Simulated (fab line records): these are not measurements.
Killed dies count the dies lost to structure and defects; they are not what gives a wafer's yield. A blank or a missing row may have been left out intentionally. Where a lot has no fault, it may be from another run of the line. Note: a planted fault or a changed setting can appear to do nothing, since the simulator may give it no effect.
The tool behind it: which one? || flow n5-finfet || 24 lots, 72 wafers sampled, at 4 steps of a route of 1938

WHAT EACH GAUGE READ, for each wafer
N5_FIN_SAQP_THK_MEAS_07.
{"lot": "L074", "measured": "day 1 21:33", "on": "film-metro-01", "thk-nm (nm)": "59.4 59.8 60.3"}
{"lot": "L075", "measured": "day 2 03:55", "on": "film-metro-01", "thk-nm (nm)": "58.6 61.0 60.3"}
{"lot": "L076", "measured": "day 2 10:33", "on": "film-metro-01", "thk-nm (nm)": "59.3 60.7 59.7"}
{"lot": "L077", "measured": "day 2 15:19", "on": "film-metro-01", "thk-nm (nm)": "58.5 59.6 59.5"}
{"lot": "L078", "measured": "day 2 21:53", "on": "film-metro-02", "thk-nm (nm)": "57.7 58.9 59.2"}
{"lot": "L079", "measured": "day 3 03:55", "on": "film-metro-02", "thk-nm (nm)": "58.8 58.4 58.1"}
{"lot": "L080", "measured": "day 3 09:32", "on": "film-metro-01", "thk-nm (nm)": "59.4 59.1 60.5"}
{"lot": "L081", "measured": "day 3 15:40", "on": "film-metro-02", "thk-nm (nm)": "60.5 59.6 60.6"}
{"lot": "L082", "measured": "day 3 20:52", "on": "film-metro-02", "thk-nm (nm)": "58.0 59.3 58.7"}
{"lot": "L083", "measured": "day 4 04:43", "on": "film-metro-02", "thk-nm (nm)": "58.3 58.0 59.6"}
{"lot": "L084", "measured": "day 4 10:07", "on": "film-metro-01", "thk-nm (nm)": "59.4 59.2 60.3"}
{"lot": "L085", "measured": "day 4 17:55", "on": "film-metro-02", "thk-nm (nm)": "58.9 59.8 58.7"}
{"lot": "L086", "measured": "day 4 21:41", "on": "film-metro-01", "thk-nm (nm)": "60.9 59.2 60.6"}
{"lot": "L087", "measured": "day 5 04:35", "on": "film-metro-02", "thk-nm (nm)": "60.1 59.8 61.2"}
{"lot": "L088", "measured": "day 5 09:04", "on": "film-metro-01", "thk-nm (nm)": "59.9 59.1 60.3"}
{"lot": "L089", "measured": "day 5 15:35", "on": "film-metro-02", "thk-nm (nm)": "58.7 58.6 59.0"}
{"lot": "L090", "measured": "day 5 21:31", "on": "film-metro-02", "thk-nm (nm)": "59.7 59.7 59.4"}
{"lot": "L091", "measured": "day 6 04:08", "on": "film-metro-01", "thk-nm (nm)": "59.0 59.8 60.4"}
{"lot": "L092", "measured": "day 6 10:23", "on": "film-metro-02", "thk-nm (nm)": "60.1 59.3 59.9"}
{"lot": "L093", "measured": "day 6 16:02", "on": "film-metro-02", "thk-nm (nm)": "58.0 58.7 59.3"}
{"lot": "L094", "measured": "day 6 21:46", "on": "film-metro-02", "thk-nm (nm)": "58.7 59.9 60.3"}
{"lot": "L095", "measured": "day 7 03:43", "on": "film-metro-01", "thk-nm (nm)": "59.1 59.8 60.5"}
{"lot": "L096", "measured": "day 7 10:01", "on": "film-metro-02", "thk-nm (nm)": "58.5 60.0 60.1"}
{"lot": "L097", "measured": "day 7 16:35", "on": "film-metro-02", "thk-nm (nm)": "60.0 59.3 59.8"}

WHICH TOOL RAN EACH LOT (tool, then ch and the chambers of the sampled wafers, then the start)
{"lot": "L074", "N5_PMOS_HMC_CHANNEL_EPI_FIN_RECESS_16": "rie-si-03 ch 2,3, day 1 17:58", "N5_PMOS_HMC_CHANNEL_EPI_CMP_21": "cmp-03 ch 0,1,3, day 1 19:32", "N5_FIN_SAQP_DENSIFY_62": "rtp-anneal-02 ch 0, day 1 20:55"}
{"lot": "L075", "N5_PMOS_HMC_CHANNEL_EPI_FIN_RECESS_16": "rie-si-03 ch 0,1, day 2 00:32", "N5_PMOS_HMC_CHANNEL_EPI_CMP_21": "cmp-01 ch 0,1,2, day 2 02:07", "N5_FIN_SAQP_DENSIFY_62": "rtp-anneal-01 ch 0, day 2 03:26"}
{"lot": "L076", "N5_PMOS_HMC_CHANNEL_EPI_FIN_RECESS_16": "rie-si-04 ch 1,2, day 2 07:14", "N5_PMOS_HMC_CHANNEL_EPI_CMP_21": "cmp-03 ch 0,3, day 2 08:45", "N5_FIN_SAQP_DENSIFY_62": "rtp-anneal-02 ch 0, day 2 10:06"}
{"lot": "L077", "N5_PMOS_HMC_CHANNEL_EPI_FIN_RECESS_16": "rie-si-04 ch 2,3, day 2 12:05", "N5_PMOS_HMC_CHANNEL_EPI_CMP_21": "cmp-04 ch 0,1,2, day 2 13:40", "N5_FIN_SAQP_DENSIFY_62": "rtp-anneal-02 ch 0, day 2 14:47"}
{"lot": "L078", "N5_PMOS_HMC_CHANNEL_EPI_FIN_RECESS_16": "rie-si-03 ch 2,3, day 2 18:39", "N5_PMOS_HMC_CHANNEL_EPI_CMP_21": "cmp-03 ch 1,2, day 2 20:10", "N5_FIN_SAQP_DENSIFY_62": "rtp-anneal-02 ch 0, day 2 21:22"}
{"lot": "L079", "N5_PMOS_HMC_CHANNEL_EPI_FIN_RECESS_16": "rie-si-06 ch 0,1,3, day 3 00:01", "N5_PMOS_HMC_CHANNEL_EPI_CMP_21": "cmp-04 ch 0,1,3, day 3 01:56", "N5_FIN_SAQP_DENSIFY_62": "rtp-anneal-01 ch 0, day 3 03:25"}
{"lot": "L080", "N5_PMOS_HMC_CHANNEL_EPI_FIN_RECESS_16": "rie-si-06 ch 0,1,2, day 3 05:56", "N5_PMOS_HMC_CHANNEL_EPI_CMP_21": "cmp-04 ch 1,2,3, day 3 07:51", "N5_FIN_SAQP_DENSIFY_62": "rtp-anneal-02 ch 0, day 3 08:57"}
{"lot": "L081", "N5_PMOS_HMC_CHANNEL_EPI_FIN_RECESS_16": "rie-si-03 ch 1,2,3, day 3 12:26", "N5_PMOS_HMC_CHANNEL_EPI_CMP_21": "cmp-04 ch 1,2,3, day 3 13:57", "N5_FIN_SAQP_DENSIFY_62": "rtp-anneal-02 ch 0, day 3 15:11"}
{"lot": "L082", "N5_PMOS_HMC_CHANNEL_EPI_FIN_RECESS_16": "rie-si-06 ch 1,2,3, day 3 17:29", "N5_PMOS_HMC_CHANNEL_EPI_CMP_21": "cmp-01 ch 2,3, day 3 19:07", "N5_FIN_SAQP_DENSIFY_62": "rtp-anneal-01 ch 0, day 3 20:23"}
{"lot": "L083", "N5_PMOS_HMC_CHANNEL_EPI_FIN_RECESS_16": "rie-si-06 ch 1,2,3, day 4 00:47", "N5_PMOS_HMC_CHANNEL_EPI_CMP_21": "cmp-04 ch 0,2, day 4 02:25", "N5_FIN_SAQP_DENSIFY_62": "rtp-anneal-02 ch 0, day 4 04:01"}
{"lot": "L084", "N5_PMOS_HMC_CHANNEL_EPI_FIN_RECESS_16": "rie-si-04 ch 1,2,3, day 4 06:29", "N5_PMOS_HMC_CHANNEL_EPI_CMP_21": "cmp-04 ch 0,1,2, day 4 08:29", "N5_FIN_SAQP_DENSIFY_62": "rtp-anneal-01 ch 0, day 4 09:35"}
{"lot": "L085", "N5_PMOS_HMC_CHANNEL_EPI_FIN_RECESS_16": "rie-si-03 ch 0,3, day 4 12:43", "N5_PMOS_HMC_CHANNEL_EPI_CMP_21": "cmp-03 ch 0,1,2, day 4 14:18", "N5_FIN_SAQP_DENSIFY_62": "rtp-anneal-01 ch 0, day 4 17:27"}
{"lot": "L086", "N5_PMOS_HMC_CHANNEL_EPI_FIN_RECESS_16": "rie-si-04 ch 1,2, day 4 17:37", "N5_PMOS_HMC_CHANNEL_EPI_CMP_21": "cmp-04 ch 2,3, day 4 19:10", "N5_FIN_SAQP_DENSIFY_62": "rtp-anneal-02 ch 0, day 4 21:02"}
{"lot": "L087", "N5_PMOS_HMC_CHANNEL_EPI_FIN_RECESS_16": "rie-si-04 ch 0,2, day 4 23:38", "N5_PMOS_HMC_CHANNEL_EPI_CMP_21": "cmp-04 ch 0,2,3, day 5 01:13", "N5_FIN_SAQP_DENSIFY_62": "rtp-anneal-01 ch 0, day 5 04:05"}
{"lot": "L088", "N5_PMOS_HMC_CHANNEL_EPI_FIN_RECESS_16": "rie-si-03 ch 1,2,3, day 5 05:49", "N5_PMOS_HMC_CHANNEL_EPI_CMP_21": "cmp-04 ch 1,2, day 5 07:22", "N5_FIN_SAQP_DENSIFY_62": "rtp-anneal-01 ch 0, day 5 08:32"}
{"lot": "L089", "N5_PMOS_HMC_CHANNEL_EPI_FIN_RECESS_16": "rie-si-03 ch 1,2,3, day 5 11:44", "N5_PMOS_HMC_CHANNEL_EPI_CMP_21": "cmp-01 ch 1,2,3, day 5 13:39", "N5_FIN_SAQP_DENSIFY_62": "rtp-anneal-02 ch 0, day 5 15:07"}
{"lot": "L090", "N5_PMOS_HMC_CHANNEL_EPI_FIN_RECESS_16": "rie-si-04 ch 0,1,2, day 5 17:53", "N5_PMOS_HMC_CHANNEL_EPI_CMP_21": "cmp-01 ch 0,3, day 5 19:50", "N5_FIN_SAQP_DENSIFY_62": "rtp-anneal-02 ch 0, day 5 21:05"}
{"lot": "L091", "N5_PMOS_HMC_CHANNEL_EPI_FIN_RECESS_16": "rie-si-03 ch 0,2, day 6 00:36", "N5_PMOS_HMC_CHANNEL_EPI_CMP_21": "cmp-03 ch 0,1,3, day 6 02:30", "N5_FIN_SAQP_DENSIFY_62": "rtp-anneal-02 ch 0, day 6 03:38"}
{"lot": "L092", "N5_PMOS_HMC_CHANNEL_EPI_FIN_RECESS_16": "rie-si-03 ch 0,2, day 6 06:05", "N5_PMOS_HMC_CHANNEL_EPI_CMP_21": "cmp-04 ch 2,3, day 6 08:34", "N5_FIN_SAQP_DENSIFY_62": "rtp-anneal-02 ch 0, day 6 09:55"}
{"lot": "L093", "N5_PMOS_HMC_CHANNEL_EPI_FIN_RECESS_16": "rie-si-04 ch 0,2, day 6 11:35", "N5_PMOS_HMC_CHANNEL_EPI_CMP_21": "cmp-01 ch 0,1,3, day 6 14:07", "N5_FIN_SAQP_DENSIFY_62": "rtp-anneal-02 ch 0, day 6 15:31"}
{"lot": "L094", "N5_PMOS_HMC_CHANNEL_EPI_FIN_RECESS_16": "rie-si-03 ch 0,3, day 6 17:34", "N5_PMOS_HMC_CHANNEL_EPI_CMP_21": "cmp-01 ch 0,1,3, day 6 20:05", "N5_FIN_SAQP_DENSIFY_62": "rtp-anneal-02 ch 0, day 6 21:16"}
{"lot": "L095", "N5_PMOS_HMC_CHANNEL_EPI_FIN_RECESS_16": "rie-si-03 ch 0,2,3, day 6 23:37", "N5_PMOS_HMC_CHANNEL_EPI_CMP_21": "cmp-01 ch 0,3, day 7 02:04", "N5_FIN_SAQP_DENSIFY_62": "rtp-anneal-01 ch 0, day 7 03:12"}
{"lot": "L096", "N5_PMOS_HMC_CHANNEL_EPI_FIN_RECESS_16": "rie-si-04 ch 0,1,2, day 7 06:15", "N5_PMOS_HMC_CHANNEL_EPI_CMP_21": "cmp-03 ch 0,2,3, day 7 08:10", "N5_FIN_SAQP_DENSIFY_62": "rtp-anneal-02 ch 0, day 7 09:30"}
{"lot": "L097", "N5_PMOS_HMC_CHANNEL_EPI_FIN_RECESS_16": "rie-si-06 ch 0,2, day 7 11:56", "N5_PMOS_HMC_CHANNEL_EPI_CMP_21": "cmp-01 ch 0,1,3, day 7 13:50", "N5_FIN_SAQP_DENSIFY_62": "rtp-anneal-01 ch 0, day 7 16:02"}
- N5_PMOS_HMC_CHANNEL_EPI_FIN_RECESS_16: chemistry HBr/Cl2, target Si, target depth 54 nm, time 18 s.
- N5_PMOS_HMC_CHANNEL_EPI_CMP_21: polishes SiGe30, target thk 54 nm.
- N5_FIN_SAQP_DENSIFY_62: time 60 s.

AS READ BY THE TOOLS THEMSELVES (means over the sampled wafers that have a number; for cases with no such wafer, the mark the record gives instead)
N5_PMOS_HMC_CHANNEL_EPI_FIN_RECESS_16.
{"lot": "L074", "tool": "rie-si-03", "drypump-motor-current-A (A)": 6.2, "oes-product-au (a.u.)": 0.995, "throttle-valve-pct (%)": 36.1}
{"lot": "L075", "tool": "rie-si-03", "drypump-motor-current-A (A)": 6.0, "oes-product-au (a.u.)": 1.039, "throttle-valve-pct (%)": 35.3}
{"lot": "L076", "tool": "rie-si-04", "drypump-motor-current-A (A)": 6.3, "oes-product-au (a.u.)": 1.006, "throttle-valve-pct (%)": 35.4}
{"lot": "L077", "tool": "rie-si-04", "drypump-motor-current-A (A)": 6.1, "oes-product-au (a.u.)": 0.996, "throttle-valve-pct (%)": 35.2}
{"lot": "L078", "tool": "rie-si-03", "drypump-motor-current-A (A)": 6.2, "oes-product-au (a.u.)": 0.993, "throttle-valve-pct (%)": 36.2}
{"lot": "L079", "tool": "rie-si-06", "drypump-motor-current-A (A)": 6.0, "oes-product-au (a.u.)": 1.010, "throttle-valve-pct (%)": 35.2}
{"lot": "L080", "tool": "rie-si-06", "drypump-motor-current-A (A)": 5.7, "oes-product-au (a.u.)": 1.009, "throttle-valve-pct (%)": 35.2}
{"lot": "L081", "tool": "rie-si-03", "drypump-motor-current-A (A)": 6.3, "oes-product-au (a.u.)": 0.998, "throttle-valve-pct (%)": 35.7}
{"lot": "L082", "tool": "rie-si-06", "drypump-motor-current-A (A)": 5.9, "oes-product-au (a.u.)": 1.001, "throttle-valve-pct (%)": 35.3}
{"lot": "L083", "tool": "rie-si-06", "drypump-motor-current-A (A)": 5.9, "oes-product-au (a.u.)": 1.007, "throttle-valve-pct (%)": 35.3}
{"lot": "L084", "tool": "rie-si-04", "drypump-motor-current-A (A)": 6.1, "oes-product-au (a.u.)": 0.993, "throttle-valve-pct (%)": 35.4}
{"lot": "L085", "tool": "rie-si-03", "drypump-motor-current-A (A)": 5.8, "oes-product-au (a.u.)": 1.008, "throttle-valve-pct (%)": 36.3}
{"lot": "L086", "tool": "rie-si-04", "drypump-motor-current-A (A)": 6.3, "oes-product-au (a.u.)": 1.008, "throttle-valve-pct (%)": 35.4}
{"lot": "L087", "tool": "rie-si-04", "drypump-motor-current-A (A)": 6.0, "oes-product-au (a.u.)": 0.984, "throttle-valve-pct (%)": 35.7}
{"lot": "L088", "tool": "rie-si-03", "drypump-motor-current-A (A)": 6.3, "oes-product-au (a.u.)": 1.003, "throttle-valve-pct (%)": 35.7}
{"lot": "L089", "tool": "rie-si-03", "drypump-motor-current-A (A)": 6.3, "oes-product-au (a.u.)": 1.009, "throttle-valve-pct (%)": 35.7}
{"lot": "L090", "tool": "rie-si-04", "drypump-motor-current-A (A)": 6.2, "oes-product-au (a.u.)": 1.000, "throttle-valve-pct (%)": 35.6}
{"lot": "L091", "tool": "rie-si-03", "drypump-motor-current-A (A)": 5.8, "oes-product-au (a.u.)": 1.009, "throttle-valve-pct (%)": 35.8}
{"lot": "L092", "tool": "rie-si-03", "drypump-motor-current-A (A)": 6.1, "oes-product-au (a.u.)": 0.984, "throttle-valve-pct (%)": 35.7}
{"lot": "L093", "tool": "rie-si-04", "drypump-motor-current-A (A)": 6.2, "oes-product-au (a.u.)": 0.994, "throttle-valve-pct (%)": 35.5}
{"lot": "L094", "tool": "rie-si-03", "drypump-motor-current-A (A)": 5.5, "oes-product-au (a.u.)": 1.033, "throttle-valve-pct (%)": 36.0}
{"lot": "L095", "tool": "rie-si-03", "drypump-motor-current-A (A)": 5.9, "oes-product-au (a.u.)": 1.008, "throttle-valve-pct (%)": 35.9}
{"lot": "L096", "tool": "rie-si-04", "drypump-motor-current-A (A)": 6.2, "oes-product-au (a.u.)": 0.999, "throttle-valve-pct (%)": 35.6}
{"lot": "L097", "tool": "rie-si-06", "drypump-motor-current-A (A)": 5.5, "oes-product-au (a.u.)": 0.995, "throttle-valve-pct (%)": 35.2}

N5_PMOS_HMC_CHANNEL_EPI_CMP_21.
{"lot": "L074", "tool": "cmp-03", "motor-current-A (A)": 12.7}
{"lot": "L075", "tool": "cmp-01", "motor-current-A (A)": 11.7}
{"lot": "L076", "tool": "cmp-03", "motor-current-A (A)": 13.4}
{"lot": "L077", "tool": "cmp-04", "motor-current-A (A)": 11.0}
{"lot": "L078", "tool": "cmp-03", "motor-current-A (A)": 11.7}
{"lot": "L079", "tool": "cmp-04", "motor-current-A (A)": 10.9}
{"lot": "L080", "tool": "cmp-04", "motor-current-A (A)": 11.5}
{"lot": "L081", "tool": "cmp-04", "motor-current-A (A)": 11.6}
{"lot": "L082", "tool": "cmp-01", "motor-current-A (A)": 12.3}
{"lot": "L083", "tool": "cmp-04", "motor-current-A (A)": 10.9}
{"lot": "L084", "tool": "cmp-04", "motor-current-A (A)": 11.3}
{"lot": "L085", "tool": "cmp-03", "motor-current-A (A)": 12.4}
{"lot": "L086", "tool": "cmp-04", "motor-current-A (A)": 11.6}
{"lot": "L087", "tool": "cmp-04", "motor-current-A (A)": 11.3}
{"lot": "L088", "tool": "cmp-04", "motor-current-A (A)": 10.9}
{"lot": "L089", "tool": "cmp-01", "motor-current-A (A)": 12.0}
{"lot": "L090", "tool": "cmp-01", "motor-current-A (A)": 12.0}
{"lot": "L091", "tool": "cmp-03", "motor-current-A (A)": 12.3}
{"lot": "L092", "tool": "cmp-04", "motor-current-A (A)": 11.7}
{"lot": "L093", "tool": "cmp-01", "motor-current-A (A)": 12.0}
{"lot": "L094", "tool": "cmp-01", "motor-current-A (A)": 12.3}
{"lot": "L095", "tool": "cmp-01", "motor-current-A (A)": 12.1}
{"lot": "L096", "tool": "cmp-03", "motor-current-A (A)": 12.8}
{"lot": "L097", "tool": "cmp-01", "motor-current-A (A)": 12.0}

N5_FIN_SAQP_DENSIFY_62.
{"lot": "L074", "tool": "rtp-anneal-02", "lamp-power-pct (%)": 9.84, "lamp_zone_5_pct (%)": 9.848, "wafer_temp_C_max": 702.8}
{"lot": "L075", "tool": "rtp-anneal-01", "lamp-power-pct (%)": 9.84, "lamp_zone_5_pct (%)": 9.846, "wafer_temp_C_max": 703.5}
{"lot": "L076", "tool": "rtp-anneal-02", "lamp-power-pct (%)": 9.85, "lamp_zone_5_pct (%)": 9.857, "wafer_temp_C_max": 702.9}
{"lot": "L077", "tool": "rtp-anneal-02", "lamp-power-pct (%)": 9.82, "lamp_zone_5_pct (%)": 9.842, "wafer_temp_C_max": 703.6}
{"lot": "L078", "tool": "rtp-anneal-02", "lamp-power-pct (%)": 9.83, "lamp_zone_5_pct (%)": 9.854, "wafer_temp_C_max": 703.1}
{"lot": "L079", "tool": "rtp-anneal-01", "lamp-power-pct (%)": 9.82, "lamp_zone_5_pct (%)": 9.833, "wafer_temp_C_max": 703.6}
{"lot": "L080", "tool": "rtp-anneal-02", "lamp-power-pct (%)": 9.85, "lamp_zone_5_pct (%)": 9.856, "wafer_temp_C_max": 703.6}
{"lot": "L081", "tool": "rtp-anneal-02", "lamp-power-pct (%)": 9.82, "lamp_zone_5_pct (%)": 9.850, "wafer_temp_C_max": 703.6}
{"lot": "L082", "tool": "rtp-anneal-01", "lamp-power-pct (%)": 9.87, "lamp_zone_5_pct (%)": 9.845, "wafer_temp_C_max": 703.4}
{"lot": "L083", "tool": "rtp-anneal-02", "lamp-power-pct (%)": 9.89, "lamp_zone_5_pct (%)": 9.858, "wafer_temp_C_max": 703.2}
{"lot": "L084", "tool": "rtp-anneal-01", "lamp-power-pct (%)": 9.90, "lamp_zone_5_pct (%)": 9.845, "wafer_temp_C_max": 702.8}
{"lot": "L085", "tool": "rtp-anneal-01", "lamp-power-pct (%)": 9.86, "lamp_zone_5_pct (%)": 9.840, "wafer_temp_C_max": 704.0}
{"lot": "L086", "tool": "rtp-anneal-02", "lamp-power-pct (%)": 9.81, "lamp_zone_5_pct (%)": 9.844, "wafer_temp_C_max": 703.0}
{"lot": "L087", "tool": "rtp-anneal-01", "lamp-power-pct (%)": 9.84, "lamp_zone_5_pct (%)": 9.850, "wafer_temp_C_max": 702.8}
{"lot": "L088", "tool": "rtp-anneal-01", "lamp-power-pct (%)": 9.87, "lamp_zone_5_pct (%)": 9.850, "wafer_temp_C_max": 703.6}
{"lot": "L089", "tool": "rtp-anneal-02", "lamp-power-pct (%)": 9.90, "lamp_zone_5_pct (%)": 9.841, "wafer_temp_C_max": 703.5}
{"lot": "L090", "tool": "rtp-anneal-02", "lamp-power-pct (%)": 9.83, "lamp_zone_5_pct (%)": 9.847, "wafer_temp_C_max": 703.3}
{"lot": "L091", "tool": "rtp-anneal-02", "lamp-power-pct (%)": 9.87, "lamp_zone_5_pct (%)": 9.849, "wafer_temp_C_max": 704.1}
{"lot": "L092", "tool": "rtp-anneal-02", "lamp-power-pct (%)": 9.89, "lamp_zone_5_pct (%)": 9.841, "wafer_temp_C_max": 703.7}
{"lot": "L093", "tool": "rtp-anneal-02", "lamp-power-pct (%)": 9.85, "lamp_zone_5_pct (%)": 9.842, "wafer_temp_C_max": 703.3}
{"lot": "L094", "tool": "rtp-anneal-02", "lamp-power-pct (%)": 9.83, "lamp_zone_5_pct (%)": 9.852, "wafer_temp_C_max": 703.4}
{"lot": "L095", "tool": "rtp-anneal-01", "lamp-power-pct (%)": 9.83, "lamp_zone_5_pct (%)": 9.852, "wafer_temp_C_max": 703.0}
{"lot": "L096", "tool": "rtp-anneal-02", "lamp-power-pct (%)": 9.80, "lamp_zone_5_pct (%)": 9.856, "wafer_temp_C_max": 703.1}
{"lot": "L097", "tool": "rtp-anneal-01", "lamp-power-pct (%)": 9.83, "lamp_zone_5_pct (%)": 9.841, "wafer_temp_C_max": 704.1}

THE ANSWER, worked out from the rows above alone
Rule: the lots themselves supply what counts as usual. Put in order of their means at a reading, lots are off if they are a third of the lots or fewer, leave a main group of 4 or more, and stand apart from it by a gap of 3 or more times the standard deviation of the main group's means; of several such gaps the widest counts. A main group is skipped when, at the precision printed for the reading in the tables above, its means are all equal. A lot without any number at a reading at which 4 lots or more have one is off too. Any other lot the step has rows for is counted as sound. Order of review: gauges by route order, followed by the tools' own readings, for which a lot's mean as printed above is used. At the first step where some lot is off, the reading lying furthest off is the one used; lots without a number count as furthest.
No lot is off at any reading shown: from this, nothing can be told.

WHAT THE SIMULATOR HAD INSERTED
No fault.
